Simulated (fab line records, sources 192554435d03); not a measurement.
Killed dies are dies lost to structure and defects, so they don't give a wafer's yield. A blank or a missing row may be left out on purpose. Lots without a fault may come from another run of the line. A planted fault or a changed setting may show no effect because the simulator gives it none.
fab line records | flow n5_finfet
record lots=7 wafers=39
route steps=1938 shown BEOL_M8@1377 BEOL_M10@1533 BEOL_M11@1552 BEOL_M15@1808
start_h: hours from the record's first day to the start of the lot's first wafer shown | wait_h: hours since the lot's step before | " the same as in the row above | L1.1+2: a row that stands for several wafers | - no value, or no start given | * or withheld: withheld | < > ~ a bound
route shown NAME@n: a module of which the file shows steps, and the number in the route of the first | usual: mean/standard deviation of fault-free wafers | same: alike in all rows | chamber/n: place in a boat | sites: the reading at each site | _std_site: their standard deviation | _edge_site: outer sites' mean less inner sites' | radius_mm: how far each site lies from the wafer's centre | mask NAME#n: copy n | behind: the tool/chamber that last shaped the wafer | hold: why the lot was held/for how many hours/how that ended | device: the transistor (n, p or np) that didn't switch | end of line: the same wafers' tests at the end of the route | a step without rows: its recipe alone | killed: dies lost to structure and defects at the first sort, not the wafer's yield | map: a wafer's dies, x killed, . not, _ none there
set.NAME: the setting as run; set.NAME@STEP: as run at that earlier step | model.NAME: the simulator's own value behind a step, which no gauge read
lots whose settings were changed on purpose; a table a step, a row a wafer
## steps
# step N5_BEOL_M8_TRENCH_ETCH_37
# recipe chemistry=C4F6/O2 target_depth_a=934.78 target=SiCOH_lowk time_s=31.2 ion_energy_ev=250 pressure_mtorr=30 source_w=345 bias_w=185 Ar_flow_sccm=300 C4F6_flow_sccm=10 O2_flow_sccm=10
# columns lot.wafer tool chamber start_h wait_h set.target_depth_a model.BEOL_M8.feature_depth_nm model.etch.depth_nm
L078.1 rie_diel-02 2 - - 934.78 93.6 93.67
L078.2 " 1 " " 934.78 92.6 92.56
L078.3 " 0 " " 934.78 90.4 90.45
L078.4 " 3 " " 934.78 92.8 92.9
L078.5 " 3 " " 934.78 92.2 92.15
L078.6 " 0 " " 934.78 90.6 90.54
L081.1 rie_diel-04 2 - - 934.78 91.8 91.83
L081.2 " 1 " " 934.78 92.2 92.19
L081.3 " 3 " " 1153 113.6 113.6
L081.4 " 0 " " 1153 116.2 116.3
L081.5 " 0 " " 934.78 94.8 94.89
L081.6 " 1 " " 1153 115 115
L087.1 rie_diel-01 0 - - 609.9 60.4 60.32
L087.2 " 3 " " 934.78 93.2 93.19
L087.3 " 2 " " 934.78 93.2 93.27
L087.4 " 1 " " 609.9 61.8 61.86
L087.5 " 1 " " 934.78 94.2 94.11
L087.6 " 0 " " 609.9 60.2 60.12
L086.1 rie_diel-04 3 - - 934.78 93 92.97
L086.2 " 2 " " 934.78 91.8 91.89
L086.3 " 0 " " 934.78 94.8 94.73
L086.4 " 2 " " 934.78 91.8 91.77
L086.5 " 0 " " 934.78 93.4 93.47
L086.6 " 3 " " 934.78 92.6 92.62
L089.1 rie_diel-02 1 - - 934.78 94.2 94.14
L089.2 " 2 " " 934.78 95 94.93
L089.3 " 3 " " 934.78 93 93.09
L090.1 rie_diel-04 3 - - 934.78 92 91.9
L090.2 " 1 " " 1145 113.2 113.1
L090.3 " 0 " " 1145 115.6 115.6
L090.4 " 2 " " 934.78 91.2 91.1
L090.5 " 0 " " 934.78 93.4 93.45
L090.6 " 3 " " 1145 113.4 113.4
L096.1 rie_diel-02 2 - - 934.78 94.2 94.14
L096.2 " 1 " " 1105 108 107.9
L096.3 " 3 " " 934.78 92.8 92.83
L096.4 " 3 " " 1105 109.8 109.9
L096.5 " 1 " " 934.78 91.4 91.44
L096.6 " 2 " " 1105 111 111.1
# step N5_BEOL_M8_ETCH_41
# recipe chemistry=CH3F/O2 target=SiCN target_depth_a=319 taper_deg=2 time_s=57.8 ion_energy_ev=120 mask_material=TiN pressure_mtorr=30 source_w=395 bias_w=75 Ar_flow_sccm=150 CH3F_flow_sccm=30 O2_flow_sccm=20
# step N5_BEOL_M8_STRIP_80
# recipe chemistry=N2/H2 time_s=10 power_w=450 temp_c=40 pressure_mtorr=20 rf_frequency_hz=6e+07 bias_power_w=7 n2_flow_sccm=200 h2_flow_sccm=200
# step N5_BEOL_M8_OCD_MEAS_38
# usual trench_depth_nm=93.0/1.3
# columns lot.wafer tool chamber start_h wait_h set.target_depth_a@BEOL_M8_TRENCH_ETCH_37 trench_depth_nm
L078.1 ocd-01 - 229.95 - 934.78 94.0
L078.2 " - " " 934.78 92.6
L078.3 " - " " 934.78 91.0
L078.4 " - " " 934.78 92.7
L078.5 " - " " 934.78 91.9
L078.6 " - " " 934.78 90.2
L081.1 ocd-02 - 251.28 - 934.78 92.0
L081.2 " - " " 934.78 92.5
L081.3 " - " " 1153 113.6
L081.4 " - " " 1153 116.6
L081.5 " - " " 934.78 94.5
L081.6 " - " " 1153 115.4
L087.1 ocd-02 - 293.10 - 609.9 60.2
L087.2 " - " " 934.78 93.0
L087.3 " - " " 934.78 93.3
L087.4 " - " " 609.9 61.8
L087.5 " - " " 934.78 94.0
L087.6 " - " " 609.9 60.5
L086.1 ocd-01 - 293.51 - 934.78 92.7
L086.2 " - " " 934.78 92.1
L086.3 " - " " 934.78 95.1
L086.4 " - " " 934.78 91.7
L086.5 " - " " 934.78 93.7
L086.6 " - " " 934.78 92.8
L089.1 ocd-02 - 310.40 - 934.78 94.2
L089.2 " - " " 934.78 95.1
L089.3 " - " " 934.78 93.0
L090.1 ocd-02 - 313.64 - 934.78 91.7
L090.2 " - " " 1145 112.7
L090.3 " - " " 1145 115.4
L090.4 " - " " 934.78 90.9
L090.5 " - " " 934.78 93.7
L090.6 " - " " 1145 113.6
L096.1 ocd-01 - 355.10 - 934.78 94.4
L096.2 " - " " 1105 108.3
L096.3 " - " " 934.78 92.8
L096.4 " - " " 1105 109.8
L096.5 " - " " 934.78 91.4
L096.6 " - " " 1105 111.4
# step N5_BEOL_M8_HM_STRIP_39
# recipe chemistry=peroxide_tin_strip material=TiN target_depth_a=250 temp_c=50 time_s=158
# step N5_BEOL_M8_SRD_40
# recipe time_s=30 temp_c=23 rinse_liquid=diw dry=ipa_marangoni
# step N5_BEOL_M8_ECD_50
# recipe material=Cu target_thk_a=3000
# step N5_BEOL_M8_ANNEAL_51
# recipe temp_c=225 time_s=90 ambient=N2
# step N5_BEOL_M8_CMP_52
# recipe stop_on=SiCOH_lowk t_overpolish_s=6.9 down_force_psi=1 platen_rpm=50 clearing_platen_down_force_psi=1.5 clearing_platen_rpm=50 post_cmp_clean=cu_alkaline target_thk_nm=80 clearing_platen_pad_velocity_m_s=0.99484 pad_velocity_m_s=0.99484
# columns lot.wafer tool chamber start_h wait_h set.target_depth_a@BEOL_M8_TRENCH_ETCH_37 model.Cu_of_BEOL_M8_ECD_50.thk_nm
L078.2 cmp-02 0 232.55 0.3 934.78 77.4
L078.1 " 1 " " 934.78 77.8
L078.3 " 2 " " 934.78 75
L078.4 " 3 " " 934.78 77.6
L078.6 " 0 " " 934.78 74.8
L078.5 " 1 " " 934.78 78.2
L081.1 cmp-04 0 254.80 0.3 934.78 79.4
L081.3 " 1 " " 1153 99.8
L081.4 " 2 " " 1153 103.4
L081.2 " 3 " " 934.78 78
L081.6 " 0 " " 1153 103
L081.5 " 1 " " 934.78 80
L087.4 cmp-02 0 295.65 0.1 609.9 47.4
L087.2+3 " 1,2 " " 934.78 78.8
L087.1 " 3 " " 609.9 46.6
L087.5 " 0 " " 934.78 80
L087.6 " 1 " " 609.9 46.4
L086.3 cmp-04 0 295.75 0.2 934.78 81.8
L086.1 " 1 " " 934.78 79.2
L086.2+4 " 2,3 " " 934.78 77.8
L086.5 " 0 " " 934.78 81.2
L086.6 " 1 " " 934.78 78.8
L089.1 cmp-02 0 312.70 0.3 934.78 78.4
L089.3 " 1 " " 934.78 78.8
L089.2 " 2 " " 934.78 80.4
L090.4 cmp-02 0 317.45 0.1 934.78 76.2
L090.3 " 1 " " 1145 101.8
L090.2 " 2 " " 1145 98.6
L090.1 " 3 " " 934.78 77.8
L090.6 " 0 " " 1145 99.2
L090.5 " 1 " " 934.78 79.6
L096.4+6 cmp-04 2 358.89 0.1 1105 99.2
L096.3 " 3 " " 934.78 82.2
L096.2 " 0 " " 1105 98.2
L096.1 " 1 " " 934.78 82.4
L096.5 " 3 " " 934.78 81.2
# step N5_BEOL_M8_THK_MEAS_53
# recipe thk_meas_gauge=xrf reads=Cu_of_BEOL_M8_ECD_50
# usual M8_THK=78.5/1.9
# columns lot.wafer tool chamber start_h wait_h set.target_depth_a@BEOL_M8_TRENCH_ETCH_37 M8_THK[nm]
L078.1 film_metro-01 - 232.84 - 934.78 76.3
L078.2 " - " " 934.78 75.8
L078.3 " - " " 934.78 73.2
L078.4 " - " " 934.78 76.0
L078.5 " - " " 934.78 76.3
L078.6 " - " " 934.78 73.5
L081.1 film_metro-01 - 255.10 - 934.78 78.2
L081.2 " - " " 934.78 76.5
L081.3 " - " " 1153 98.2
L081.4 " - " " 1153 101.3
L081.5 " - " " 934.78 78.5
L081.6 " - " " 1153 100.7
L087.1 film_metro-02 - 295.95 - 609.9 46.6
L087.2 " - " " 934.78 78.6
L087.3 " - " " 934.78 78.5
L087.4 " - " " 609.9 47.4
L087.5 " - " " 934.78 80.2
L087.6 " - " " 609.9 46.1
L086.1 film_metro-01 - 296.05 - 934.78 77.6
L086.2 " - " " 934.78 76.4
L086.3 " - " " 934.78 80.5
L086.4 " - " " 934.78 76.3
L086.5 " - " " 934.78 79.7
L086.6 " - " " 934.78 77.3
L089.1 film_metro-02 - 313.00 - 934.78 79.1
L089.2 " - " " 934.78 80.9
L089.3 " - " " 934.78 79.0
L090.1 film_metro-01 - 317.74 - 934.78 76.7
L090.2 " - " " 1145 97.1
L090.3 " - " " 1145 100.7
L090.4 " - " " 934.78 75.2
L090.5 " - " " 934.78 78.4
L090.6 " - " " 1145 97.4
L096.1 film_metro-02 - 359.18 - 934.78 82.9
L096.2 " - " " 1105 99.0
L096.3 " - " " 934.78 82.6
L096.4 " - " " 1105 99.5
L096.5 " - " " 934.78 81.7
L096.6 " - " " 1105 100.0
# step N5_BEOL_M8_PRE_CLEAN_55
# recipe gas=NH3 time_s=15 temp_c=withheld rf_power_w=300
# step N5_BEOL_M8_DEP_56
# recipe material=SiCN target_thk_a=100 temp_c=withheld precursor=3MS/NH3 pressure_torr=3 rf_w=202 time_s=17.5
# step N5_BEOL_M8_RS_MEAS_57
# recipe thk_meas_gauge=four-point-probe reads=Cu_of_BEOL_M8_ECD_50+Co_of_BEOL_M8_CVD_78+TaN_of_BEOL_M8_ALD_77
# usual M8_RS=0.289/0.0077
# columns lot.wafer tool chamber start_h wait_h set.target_depth_a@BEOL_M8_TRENCH_ETCH_37 M8_RS[ohm/sq]
L078.1 film_metro-01 - 232.97 0.1 934.78 0.296
L078.2 " - " " 934.78 0.297
L078.3 " - " " 934.78 0.309
L078.4 " - " " 934.78 0.297
L078.5 " - " " 934.78 0.294
L078.6 " - " " 934.78 0.309
L081.1 film_metro-01 - 255.23 0.1 934.78 0.288
L081.2 " - " " 934.78 0.295
L081.3 " - " " 1153 0.221
L081.4 " - " " 1153 0.212
L081.5 " - " " 934.78 0.286
L081.6 " - " " 1153 0.213
L087.1 film_metro-02 - 296.08 0.1 609.9 0.554
L087.2 " - " " 934.78 0.292
L087.3 " - " " 934.78 0.291
L087.4 " - " " 609.9 0.542
L087.5 " - " " 934.78 0.287
L087.6 " - " " 609.9 0.558
L086.1 film_metro-02 - 296.18 0.1 934.78 0.290
L086.2 " - " " 934.78 0.296
L086.3 " - " " 934.78 0.279
L086.4 " - " " 934.78 0.296
L086.5 " - " " 934.78 0.282
L086.6 " - " " 934.78 0.291
L089.1 film_metro-01 - 313.13 0.1 934.78 0.293
L089.2 " - " " 934.78 0.285
L089.3 " - " " 934.78 0.292
L090.1 film_metro-02 - 317.87 0.1 934.78 0.296
L090.2 " - " " 1145 0.225
L090.3 " - " " 1145 0.217
L090.4 " - " " 934.78 0.304
L090.5 " - " " 934.78 0.287
L090.6 " - " " 1145 0.224
L096.1 film_metro-01 - 359.31 0.1 934.78 0.276
L096.2 " - " " 1105 0.225
L096.3 " - " " 934.78 0.278
L096.4 " - " " 1105 0.223
L096.5 " - " " 934.78 0.281
L096.6 " - " " 1105 0.223
# step N5_BEOL_M10_DEP_56
# recipe material=SiCN target_thk_a=150 temp_c=withheld precursor=3MS/NH3 pressure_torr=3 rf_w=202 time_s=26.5
# columns lot.wafer tool chamber start_h wait_h set.time_s model.SiCN_of_BEOL_M10_DEP_56.thk_nm
L078.1+6 pecvd-04 1 246.56 0.0 26.5 14.6
L078.2+3+4+5 " 0,0,1,0 " " 26.5 15
L081.1 pecvd-04 2 271.16 0.0 33.87 19
L081.2 " 0 " " 26.5 14.8
L081.3+4 " 1,0 " " 26.5 15
L081.5+6 " 2,1 " " 33.87 19.4
L087.1+2 pecvd-01 1,2 312.79 0.0 26.5 14.8
L087.3 " 0 " " 18.77 10.6
L087.4 " 1 " " 26.5 15.2
L087.5 " 0 " " 18.77 11
L087.6 " 2 " " 18.77 10.8
L086.1+3 pecvd-04 2,0 314.27 0.0 26.5 15.2
L086.2+5+6 " 1,0,1 " " 26.5 15.4
L086.4 " 2 " " 26.5 15.6
L089.1+3 pecvd-02 1,2 334.88 0.0 26.5 14.4
L089.2 " 0 " " 26.5 15
L090.1 pecvd-04 0 345.26 0.0 26.5 14.8
L090.2+3+4 " 2,1,1 " " 39.9 22.2
L090.5 " 0 " " 26.5 15
L090.6 " 2 " " 26.5 15.2
L096.1 pecvd-02 0 376.21 0.0 21.65 12.2
L096.2 " 1 " " 26.5 14.6
L096.3 " 2 " " 26.5 14.8
L096.4 " 2 " " 21.65 12
L096.5 " 1 " " 26.5 15.2
L096.6 " 0 " " 21.65 12.4
# step N5_BEOL_M11_DESCUM_16
# recipe chemistry=O2 time_s=7.9 source_power_w=50 bias_power_w=20 pressure_mtorr=20 rf_frequency_hz=2.712e+07 temp_c=40 resist=CAR-ArF o2_flow_sccm=225
# columns lot.wafer tool chamber start_h wait_h set.time_s model.CAR-ArF_of_BEOL_M11_COAT_05.thk_nm
L078.1 rie_diel-03 0 250.62 0.7 7.9 83
L078.2+4 " 1,3 " " 7.9 83.2
L078.3+5 " 2 " " 5.412 84.8
L078.6 " 1 " " 5.412 84.6
L081.1 rie_diel-03 2 276.70 4.3 10.92 82
L081.2 " 1 " " 7.9 84
L081.3+6 " 0,1 " " 10.92 82.2
L081.4 " 3 " " 7.9 83.8
L081.5 " 2 " " 7.9 83.6
L087.1 rie_diel-06 2 314.55 0.1 4.296 85.6
L087.2+4 " 3,0 " " 7.9 83.6
L087.3 " 1 " " 4.296 86.2
L087.5 " 1 " " 7.9 83.8
L087.6 " 0 " " 4.296 86
L086.1+5+6 rie_diel-06 1,0,1 317.60 0.1 7.9 83.2
L086.2+3+4 " 0,2,3 " " 7.9 83.4
L089.1+3 rie_diel-06 0,1 337.58 0.1 7.9 83.2
L089.2 " 2 " " 7.9 83.4
L090.1 rie_diel-06 0 348.29 0.0 7.9 83.4
L090.2+3+4+5+6 " 1,3,2,2,1 " " 7.9 83.6
L096.1 rie_diel-03 3 378.02 0.0 7.9 83
L096.2 " 0 " " 9.799 81.8
L096.3 " 2 " " 9.799 82.2
L096.4 " 1 " " 9.799 82
L096.5 " 1 " " 7.9 83.4
L096.6 " 2 " " 7.9 83.2
# step N5_BEOL_M11_ETCH_61
# recipe chemistry=CF4 target=SiARC target_depth_a=390 mask_material=CAR-ArF time_s=65 ion_energy_ev=80 pressure_mtorr=40 source_w=545 bias_w=36 Ar_flow_sccm=100 cf4_flow_sccm=100 ends=cleared
# columns lot.wafer tool chamber start_h wait_h set.time_s@BEOL_M11_DESCUM_16 model.CAR-ArF_of_BEOL_M11_COAT_05.thk_nm
L078.1 rie_diel-03 0 250.65 0.0 7.9 55
L078.2 " 1 " " 7.9 55.4
L078.3+5 " 2 " " 5.412 56.8
L078.4 " 3 " " 7.9 55.2
L078.6 " 1 " " 5.412 56.6
L081.1 rie_diel-03 2 276.73 0.0 10.92 54
L081.2 " 1 " " 7.9 56
L081.3 " 0 " " 10.92 54.4
L081.4 " 3 " " 7.9 55.8
L081.5 " 2 " " 7.9 55.6
L081.6 " 1 " " 10.92 54.2
L087.1 rie_diel-06 2 314.59 0.0 4.296 57.6
L087.2 " 3 " " 7.9 55.6
L087.3 " 1 " " 4.296 58.2
L087.4+5 " 0,1 " " 7.9 55.8
L087.6 " 0 " " 4.296 58
L086.1+5+6 rie_diel-06 1,0,1 317.64 0.0 7.9 55.2
L086.2+3+4 " 0,2,3 " " 7.9 55.4
L089.1 rie_diel-06 0 337.61 0.0 7.9 55.4
L089.2 " 2 " " 7.9 55.6
L089.3 " 1 " " 7.9 55.2
L090.1 rie_diel-06 0 348.33 0.0 7.9 55.4
L090.2+3+4+6 " 1,3,2,1 " " 7.9 55.6
L090.5 " 2 " " 7.9 55.8
L096.1 rie_diel-03 3 378.06 0.0 7.9 55
L096.2 " 0 " " 9.799 53.6
L096.3+4 " 2,1 " " 9.799 54
L096.5+6 " 1,2 " " 7.9 55.2
# step N5_BEOL_M15_ETCH_61
# recipe chemistry=N2/H2 target=BARC target_depth_a=890 overetch_a=267 time_s=67.9 ion_energy_ev=200 pressure_mtorr=30 source_w=840 bias_w=150 n2_flow_sccm=200 h2_flow_sccm=200
# columns lot.wafer tool chamber start_h wait_h set.time_s model.etch.depth_nm model.coat_of_BEOL_M15_COAT_22.thk_nm
L078.1 rie_diel-03 0 282.18 0.0 67.9 89.08 715.8
L078.2 " 3 " " 78.21 88.76 704.8
L078.3 " 2 " " 67.9 89.33 716
L078.4 " 1 " " 78.21 88.97 711.8
L078.5 " 1 " " 78.21 88.91 709
L078.6 " 0 " " 67.9 89.04 718.2
L081.1 rie_diel-05 1 311.80 0.0 48.83 82.29 740.4
L081.2 " 2 " " 48.83 80.75 736.4
L081.3 " 3 " " 67.9 88.89 716
L081.4 " 0 " " 67.9 89.22 719.4
L081.5 " 0 " " 67.9 89.18 722
L081.6 " 1 " " 48.83 82.25 739.8
L087.1 rie_diel-03 0 359.45 0.0 38.02 66.05 742.8
L087.2 " 3 " " 67.9 89.16 718.2
L087.3 " 2 " " 67.9 88.92 717
L087.4 " 1 " " 38.02 60.58 746.8
L087.5 " 2 " " 38.02 66.26 745.4
L087.6 " 1 " " 67.9 88.83 718.8
L086.1 rie_diel-03 2 363.06 0.0 103.9 89.48 680
L086.2 " 3 " " 67.9 89.07 717.6
L086.3 " 0 " " 103.9 89.19 680.6
L086.4 " 1 " " 67.9 89.18 719.8
L086.5 " 2 " " 67.9 89.24 714
L086.6 " 1 " " 103.9 89.35 691
L089.1 rie_diel-05 3 378.62 0.0 67.9 89.19 715.2
L089.2 " 2 " " 67.9 88.71 717.2
L089.3 " 1 " " 67.9 88.82 717.2
L090.1 rie_diel-05 0 379.09 0.0 67.9 89.05 720.2
L090.2 " 1 " " 67.9 89.1 717.2
L090.3 " 2 " " 78.38 89.18 703.8
L090.4 " 3 " " 67.9 88.93 716
L090.5 " 3 " " 78.38 89.12 704.8
L090.6 " 0 " " 78.38 89.19 710.2
L096.1 rie_diel-05 1 406.98 0.0 67.9 89.03 717.4
L096.2 " 3 " " 67.9 89.15 715.6
L096.3 " 2 " " 67.9 89.06 718.6
L096.4 " 0 " " 67.9 89.2 723.4
L096.5 " 2 " " 67.9 88.92 715.6
L096.6 " 3 " " 67.9 89.2 715
## key
split step=N5_BEOL_M8_TRENCH_ETCH_37 setting=target_depth_a stated=934.78 by=wafer
response step=N5_BEOL_M8_TRENCH_ETCH_37 reading=model.BEOL_M8.feature_depth_nm change=+0.945 per=1% r=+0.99
response step=N5_BEOL_M8_TRENCH_ETCH_37 reading=model.etch.depth_nm change=+0.946 per=1% r=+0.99
response step=N5_BEOL_M8_OCD_MEAS_38 reading=trench_depth_nm change=+0.946 per=1% r=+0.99
response step=N5_BEOL_M8_CMP_52 reading=model.Cu_of_BEOL_M8_ECD_50.thk_nm change=+0.951 per=1% r=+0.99
response step=N5_BEOL_M8_THK_MEAS_53 reading=M8_THK change=+0.943 per=1% r=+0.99
response step=N5_BEOL_M8_RS_MEAS_57 reading=M8_RS change=-0.0052 per=1% r=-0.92
split step=N5_BEOL_M10_DEP_56 setting=time_s stated=26.5 by=wafer
response step=N5_BEOL_M10_DEP_56 reading=model.SiCN_of_BEOL_M10_DEP_56.thk_nm change=+0.145 per=1% r=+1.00
split step=N5_BEOL_M11_DESCUM_16 setting=time_s stated=7.9 by=wafer
response step=N5_BEOL_M11_DESCUM_16 reading=model.CAR-ArF_of_BEOL_M11_COAT_05.thk_nm change=-0.0482 per=1% r=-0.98
response step=N5_BEOL_M11_ETCH_61 reading=model.CAR-ArF_of_BEOL_M11_COAT_05.thk_nm change=-0.047 per=1% r=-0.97
split step=N5_BEOL_M15_ETCH_61 setting=time_s stated=67.9 by=wafer
response step=N5_BEOL_M15_ETCH_61 reading=model.etch.depth_nm shape=bent at_lowest=64.3 at_stated=89.06 at_highest=89.34
response step=N5_BEOL_M15_ETCH_61 reading=model.coat_of_BEOL_M15_COAT_22.thk_nm change=-0.634 per=1% r=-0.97
